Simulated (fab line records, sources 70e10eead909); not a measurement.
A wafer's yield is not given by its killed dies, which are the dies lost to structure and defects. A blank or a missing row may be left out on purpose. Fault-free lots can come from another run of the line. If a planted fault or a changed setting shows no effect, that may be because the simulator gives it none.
fab line records    flow nandHarc
record lots=5  wafers=15  lastDay=33
route steps=1302 shown A_STAIRCASE@772 END@1302
lots with no fault: from the same line, run without faults
startH: the number of hours between the record's first day and the start of the first shown wafer of the lot    waitH: time in hours since the lot's previous step    " identical to the entry in the row above    L1.1+2: several wafers, shown together as one row    - value missing, or start not given    * or withheld: withheld    < > ~ a bound
route shown NAME@n: names a module that has steps shown in the file, with the first one's number in the route    usual: the fault-free wafers' mean and standard deviation    same: alike in all rows    chamber/n: place in a boat    sites: readings site by site    _std_site: their standard deviation    _edge_site: outer sites' mean less inner sites'    radiusMm: for every site, how far away it sits from the centre of the wafer    mask NAME#n: copy n    behind: the tool/chamber that last shaped the wafer    hold: what put the lot on hold/how long, in hours/how the hold closed    device: which transistor (n, p or np) failed to switch    end of line: at the end of the route, the tests of the same wafers    for a step that has no rows: nothing shown but its recipe    killed: the dies lost at the first sort to structure and to defects; this is not the yield of the wafer    map: the dies of a wafer, with x for killed, . for not killed, _ for no die there
set.NAME: the setting the step ran with; set.NAME@STEP: the setting that earlier step ran with    model.NAME: the simulator's own value behind a step, which no gauge read
lots at selected steps of the route; one table per step, one row per wafer
services: when a tool's chamber went out of use (startH, in hours from the record's first day, below 0 if earlier), for how many hours, and the reason
## steps
# step NHARC_A_STAIRCASE_HM_DEP_456
# recipe targetThkA=31000  tempC=400  material=aC
# usual throttleValvePct=35.002/0.0089
lot.wafer  tool       chamber  startH  waitH  throttleValvePct
L630.2     aclDep-02  0        368.10  -      35.002
L630.3     "          0        "       "      35.002
L630.4     "          0        "       "      35.005
L633.3     aclDep-01  0        391.73  -      35.008
L633.4     "          0        "       "      35.007
L633.5     "          0        "       "      34.993
L641.1     aclDep-02  0        476.30  -      35.007
L641.2     "          0        "       "      35.001
L641.4     "          0        "       "      35.002
L650.1     aclDep-02  0        573.18  -      34.988
L650.3     "          0        "       "      34.997
L650.4     "          0        "       "      35.000
L653.1     aclDep-03  0        589.11  -      34.998
L653.4     "          0        "       "      35.000
L653.6     "          0        "       "      34.997
# step NHARC_A_STAIRCASE_DEP_259
# recipe targetThkA=300  targetThkNm=30  tempC=400  pressureTorr=3.5  flowSccm=200  rfW=350  material=SiON
# usual heaterPowerW=742/130
lot.wafer  tool      chamber  startH  waitH  heaterPowerW
L630.3     pecvd-01  2        369.67  0.9    715
L630.2     "         1        "       "      831
L630.4     "         0        "       "      873
L633.3     pecvd-01  1        393.00  1.0    853
L633.4     "         0        "       "      975
L633.5     "         2        "       "      686
L641.1     pecvd-04  0        478.16  1.5    762
L641.2     "         2        "       "      713
L641.4     "         0        "       "      765
L650.1     pecvd-04  1        575.10  1.6    482
L650.3     "         2        "       "      772
L650.4     "         0        "       "      692
L653.1     pecvd-03  2        591.05  1.6    769
L653.4     "         0        "       "      811
L653.6     "         2        "       "      757
# step NHARC_A_STAIRCASE_DEHYDRATE_260
# recipe tempC=150  timeS=120
# step NHARC_A_STAIRCASE_HMDS_261
# recipe timeS=30
# step NHARC_A_STAIRCASE_COAT_262
# recipe spinRpm=1200
# step NHARC_A_STAIRCASE_SOFTBAKE_263
# recipe tempC=135  timeS=170
# step NHARC_A_STAIRCASE_EBR_264
# step NHARC_A_STAIRCASE_EXPOSE_265
# recipe na=0.5  doseMj=25.01  maskId=CHOP_200
# step NHARC_A_STAIRCASE_PEB_266
# recipe pebTempC=115  pebTimeS=130
# step NHARC_A_STAIRCASE_DEVELOP_267
# recipe timeS=140
# step NHARC_A_STAIRCASE_HARDBAKE_269
# recipe tempC=120  timeS=140
# step NHARC_A_STAIRCASE_DESCUM_270
# recipe timeS=3  o2FlowSccm=200  arFlowSccm=0  biasPowerW=0  chemistry=O2
# usual drypumpMotorCurrentA=5.9/0.49  o2FlowSccm=200.0/0.62  oesProductAu=1.000/0.0067  rfVppV=57.8/0.9  runLengthS=23.79/0.24  showerheadPlenumPTorr=1.93/0.088  throttleValvePct=11.311/0.009
lot.wafer  tool        chamber  startH  waitH  drypumpMotorCurrentA  o2FlowSccm  oesProductAu  rfHoursCounterH  rfVppV  runLengthS  showerheadPlenumPTorr  throttleValvePct
L630.3     rieDiel-13  2        370.66  -      6.0                   200.4       0.989         9                57.7    23.48       1.93                   11.299
L630.2     "           0        "       "      6.0                   199.2       0.990         9                58.1    23.78       1.93                   11.304
L630.4     "           0        "       "      6.0                   198.4       1.004         -                57.0    23.91       1.93                   11.300
L633.3     rieDiel-12  3        393.83  -      5.9                   199.8       1.000         46               57.9    23.50       2.06                   11.298
L633.4     "           1        "       "      6.3                   200.2       0.996         45               55.6    24.27       1.76                   11.309
L633.5     "           0        "       "      6.2                   199.5       0.994         -                57.1    23.93       1.85                   11.312
L641.2     rieDiel-03  0        479.14  -      6.0                   200.9       0.993         3                57.5    24.00       1.91                   11.313
L641.4     "           2        "       "      5.0                   200.2       1.008         3                58.0    23.52       1.87                   11.309
L641.1     "           3        "       "      6.2                   199.7       0.998         2                58.4    23.82       1.89                   11.312
L650.4     rieDiel-13  1        576.06  -      6.4                   199.8       1.006         11               57.2    22.80       2.07                   11.296
L650.1     "           2        "       "      6.0                   200.4       1.009         15               57.5    23.60       1.91                   11.324
L650.3     "           3        "       "      6.6                   200.1       0.996         16               57.9    23.91       1.81                   11.324
L653.1     rieDiel-03  2        591.98  -      5.0                   201.6       0.996         33               57.9    23.60       1.86                   11.321
L653.4     "           0        "       "      6.0                   199.5       1.001         36               57.3    23.86       1.90                   11.310
L653.6     "           1        "       "      5.2                   200.0       1.000         -                58.0    23.90       2.04                   11.313
# step NHARC_A_STAIRCASE_ETCH_271
# recipe cf4FlowSccm=100  chf3FlowSccm=30  arFlowSccm=0  rfW=500  biasW=200  chemistry=CF4/CHF3
# usual drypumpMotorCurrentA=5.9/0.49  oesProductAu=0.953/0.02  rfVppV=370.7/2.3  showerheadPlenumPTorr=1.58/0.067  throttleValvePct=16.801/0.009
lot.wafer  tool        chamber  startH  waitH  drypumpMotorCurrentA  oesProductAu  rfHoursCounterH  rfVppV  showerheadPlenumPTorr  throttleValvePct
L630.3     rieDiel-13  0        370.75  0.1    6.0                   0.951         9                370.5   1.58                   16.786
L630.2     "           2        "       "      5.9                   0.953         9                371.1   1.58                   16.811
L630.4     "           0        "       "      5.9                   0.959         -                370.5   1.58                   16.791
L633.4     rieDiel-12  0        393.91  0.1    6.2                   0.967         37               369.6   1.53                   16.794
L633.3     "           1        "       "      6.2                   0.985         45               368.2   1.46                   16.795
L633.5     "           0        "       "      6.2                   0.960         -                369.2   1.53                   16.805
L641.1     rieDiel-03  1        479.22  0.1    5.2                   0.939         3                373.5   1.68                   16.801
L641.4     "           2        "       "      5.0                   0.958         3                369.7   1.54                   16.803
L641.2     "           0        "       "      6.0                   0.933         3                371.4   1.57                   16.809
L650.3     rieDiel-13  2        576.23  0.1    6.0                   0.949         15               370.7   1.57                   16.785
L650.1     "           0        "       "      6.0                   0.939         15               371.1   1.57                   16.801
L650.4     "           1        "       "      6.4                   0.944         11               373.5   1.70                   16.794
L653.1     rieDiel-03  3        592.05  0.1    6.1                   0.982         46               369.7   1.55                   16.800
L653.4     "           0        "       "      6.0                   0.992         36               370.0   1.56                   16.805
L653.6     "           0        "       "      6.0                   0.987         -                369.6   1.56                   16.821
# step NHARC_END_SORT_01
# recipe tempC=25
# usual killedAtArray=51/17  killedAtOther=1.6/2.1  killedAtPeriphery=4/3.2  killedDies=57/18  killedOpen=2.9/1.7  killedShort=2.3/1.3
# same grossDies=677
lot.wafer  tool       chamber  startH  waitH  killedAtArray  killedAtOther  killedAtPeriphery  killedDies  killedOpen  killedShort
L630.2     prober-01  0        568.37  2.8    63             0              3                  66          3           1
L630.3     prober-01  0        569.19  3.2    51             0              3                  54          2           3
L630.4     prober-01  0        570.01  3.5    63             2              4                  69          4           3
L633.3     prober-01  0        585.09  3.1    40             3              1                  44          3           1
L633.4     prober-01  0        585.88  3.4    38             2              2                  42          2           3
L633.5     prober-01  0        586.68  3.7    43             3              5                  51          6           2
L641.1     prober-01  0        675.83  2.5    70             2              3                  75          5           1
L641.2     prober-01  0        676.64  2.8    86             2              3                  91          2           1
L641.4     prober-01  0        678.25  3.4    61             2              5                  68          4           2
L650.1     prober-02  0        772.53  2.5    51             7              0                  58          1           3
L650.3     prober-02  0        774.13  3.1    47             10             0                  57          4           2
L650.4     prober-02  0        774.93  3.4    53             2              1                  56          4           1
L653.1     prober-01  0        780.18  2.5    48             0              1                  49          2           2
L653.4     prober-01  0        782.62  3.4    58             0              1                  59          4           5
L653.6     prober-01  0        784.25  4.1    60             1              6                  67          2           4
# killed by level:class
L630.2 A_CHANNEL_HOLE_D1:chamberFilmFlake=26 A_SLIT:chamberFilmFlake=12 A_CHANNEL_HOLE_D2:chamberFilmFlake=5 A_CONTACT:chamberFilmFlake=5 A_ZERO_WELL:chamberFilmFlake=3 A_CHANNEL_FILL_D1:chamberFilmFlake=2 A_STAIRCASE:chamberFilmFlake=2 A_CONTACT:unspecified=2
L630.3 A_CHANNEL_HOLE_D1:chamberFilmFlake=23 A_SLIT:chamberFilmFlake=12 A_CONTACT:chamberFilmFlake=4 A_CHANNEL_HOLE_D2:chamberFilmFlake=3 A_CHANNEL_FILL_D1:chamberFilmFlake=2 A_DECK1_JOINT:chamberFilmFlake=2 P_M0:geometricParticle:open=1 A_SOURCE_PLATE:geometricParticle:short=1
L630.4 A_CHANNEL_HOLE_D1:chamberFilmFlake=25 A_SLIT:chamberFilmFlake=18 A_CHANNEL_FILL_D1:chamberFilmFlake=5 A_ZERO_WELL:chamberFilmFlake=4 A_CHANNEL_HOLE_D2:chamberFilmFlake=4 A_CONTACT:chamberFilmFlake=2 P_GATE:geometricParticle:open=1 P_CONTACT:geometricParticle:short=1
L633.3 A_CHANNEL_HOLE_D2:chamberFilmFlake=29 THIN_TSV:chamberFilmFlake=3 A_CHANNEL_HOLE_D1:chamberFilmFlake=2 A_WL_FILL:chamberFilmFlake=2 A_CONTACT:chamberFilmFlake=2 P_M2:geometricParticle:open=1 A_CHANNEL_FILL_D1:geometricParticle:open=1 A_DECK1_JOINT:geometricParticle:open=1
L633.4 A_CHANNEL_HOLE_D2:chamberFilmFlake=28 P_M0:geometricParticle:short=2 A_CHANNEL_HOLE_D1:chamberFilmFlake=2 A_STAIRCASE:chamberFilmFlake=2 A_CONTACT:chamberFilmFlake=2 THIN_TSV:chamberFilmFlake=2 A_CHANNEL_FILL_D1:geometricParticle:short=1 A_ONON_D2:geometricParticle:open=1
L633.5 A_CHANNEL_HOLE_D2:chamberFilmFlake=25 A_WL_FILL:chamberFilmFlake=3 P_GATE:chamberFilmFlake=3 A_CHANNEL_HOLE_D1:chamberFilmFlake=3 THIN_TSV:chamberFilmFlake=3 A_SGD_CUT:geometricParticle:open=2 A_CONTACT:chamberFilmFlake=2 P_M0:geometricParticle:short=1
L641.1 A_CHANNEL_HOLE_D1:chamberFilmFlake=33 A_SLIT:chamberFilmFlake=18 A_CHANNEL_HOLE_D2:chamberFilmFlake=6 A_CONTACT:chamberFilmFlake=4 A_CHANNEL_FILL_D1:chamberFilmFlake=3 P_GATE:chamberFilmFlake=2 THIN_TSV:chamberFilmFlake=2 P_M0:geometricParticle:open=1
L641.2 A_CHANNEL_HOLE_D1:chamberFilmFlake=35 A_SLIT:chamberFilmFlake=22 A_CONTACT:chamberFilmFlake=15 A_CHANNEL_HOLE_D2:chamberFilmFlake=10 THIN_TSV:chamberFilmFlake=2 A_ONON_D1:geometricParticle:open=1 A_CHANNEL_HOLE_D1:geometricParticle:short=1 A_CONTACT:geometricParticle:open=1
L641.4 A_CHANNEL_HOLE_D1:chamberFilmFlake=25 A_SLIT:chamberFilmFlake=17 A_CHANNEL_HOLE_D2:chamberFilmFlake=8 A_CONTACT:chamberFilmFlake=4 A_CHANNEL_FILL_D1:chamberFilmFlake=3 P_M0:geometricParticle:open=2 THIN_TSV:chamberFilmFlake=2 A_ONON_D1:geometricParticle:short=1
L650.1 A_SLIT:chamberFilmFlake=17 A_CHANNEL_HOLE_D2:chamberFilmFlake=12 A_CHANNEL_HOLE_D1:chamberFilmFlake=10 THIN_TSV:chamberFilmFlake=7 A_CONTACT:chamberFilmFlake=4 A_ZERO_WELL:chamberFilmFlake=2 A_STAIRCASE:chamberFilmFlake=2 A_CHANNEL_FILL_D2:geometricParticle:open=1
L650.3 A_SLIT:chamberFilmFlake=16 A_CHANNEL_HOLE_D2:chamberFilmFlake=14 THIN_TSV:chamberFilmFlake=10 A_CHANNEL_HOLE_D1:chamberFilmFlake=8 A_CONTACT:chamberFilmFlake=3 A_DECK1_JOINT:geometricParticle:open=2 A_ONON_D1:geometricParticle:open=1 A_DECK1_JOINT:geometricParticle:short=1
L650.4 A_SLIT:chamberFilmFlake=19 A_CHANNEL_HOLE_D2:chamberFilmFlake=12 A_CONTACT:chamberFilmFlake=9 A_CHANNEL_HOLE_D1:chamberFilmFlake=7 THIN_TSV:chamberFilmFlake=2 P_M0:geometricParticle:open=1 A_CHANNEL_FILL_D2:geometricParticle:short=1 A_WL_FILL:geometricParticle:open=1
L653.1 A_SLIT:chamberFilmFlake=29 A_CHANNEL_HOLE_D2:chamberFilmFlake=7 A_CONTACT:chamberFilmFlake=5 A_ONON_D1:geometricParticle:open=1 A_CHANNEL_HOLE_D1:geometricParticle:short=1 A_CHANNEL_HOLE_D2:geometricParticle:short=1 A_STAIRCASE:geometricParticle:open=1 P_STI:chamberFilmFlake=1
L653.4 A_SLIT:chamberFilmFlake=22 A_CHANNEL_HOLE_D2:chamberFilmFlake=19 A_ONON_D1:geometricParticle:short=2 A_CHANNEL_FILL_D2:geometricParticle:open=2 A_CHANNEL_HOLE_D1:chamberFilmFlake=2 A_CHANNEL_FILL_D2:chamberFilmFlake=2 A_CONTACT:chamberFilmFlake=2 A_DECK1_JOINT:geometricParticle:short=1
L653.6 A_SLIT:chamberFilmFlake=30 A_CHANNEL_HOLE_D2:chamberFilmFlake=18 P_STI:chamberFilmFlake=3 A_M0:geometricParticle:short=2 A_STAIRCASE:chamberFilmFlake=2 A_CONTACT:chamberFilmFlake=2 P_M0:geometricParticle:open=1 A_CHANNEL_FILL_D1:geometricParticle:open=1
## services
tool        chamber  startH  hours  kind
pecvd-04    -        351.05  1.2    repair
rieDiel-13  1        358.12  7.6    repair
rieDiel-13  3        361.39  11.8   repair
pecvd-03    -        366.00  13.0   pm
aclDep-01   -        369.26  13.0   pm
pecvd-01    1        375.91  12.6   repair
rieDiel-13  1        377.44  22.5   repair
pecvd-04    -        391.55  1.2    repair
rieDiel-13  0        393.35  49.3   repair
aclDep-02   -        424.37  13.0   pm
rieDiel-13  1        441.15  3.3    repair
rieDiel-12  -        446.18  9.0    pm
rieDiel-13  1        448.55  5.9    repair
pecvd-04    -        450.45  13.0   pm
rieDiel-03  -        458.33  9.0    pm
rieDiel-12  -        488.80  1.9    repair
pecvd-01    -        492.26  13.0   pm
rieDiel-12  2        505.50  4.2    repair
pecvd-01    -        511.79  2.8    repair
rieDiel-13  -        519.08  9.0    pm
rieDiel-03  1        519.91  10.9   repair
rieDiel-03  3        561.84  2.6    repair
pecvd-01    -        562.76  1.0    repair
pecvd-01    -        591.97  1.1    repair
## key
firstSign step=NHARC_A_STAIRCASE_DESCUM_270  reading=runLengthS  direction=down  sigmas=4.1  usual=*  struck=*
effect none on later readings
metAt NHARC_A_STAIRCASE_DESCUM_270
struckWafers L650.4
testerLeftOut L650
onsetBetween 370.66 576.06
fault kind=processParameterDrift  tool=rieDiel-13  chamber=-  onsetH=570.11  steps=NHARC_A_STAIRCASE_DESCUM_270  channel=timeS  offset=*  shape=step  endH=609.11  scope=struckWafersOnly  actsIn=*  stated=*
# testerLeftOut: of these lots the tester's yield and bins aren't shown, on N5 and GAA mostly nor the transistor test; their killed dies are dies lost to structure and defects alone, not to doping, threshold or leakage, so they don't give the yield
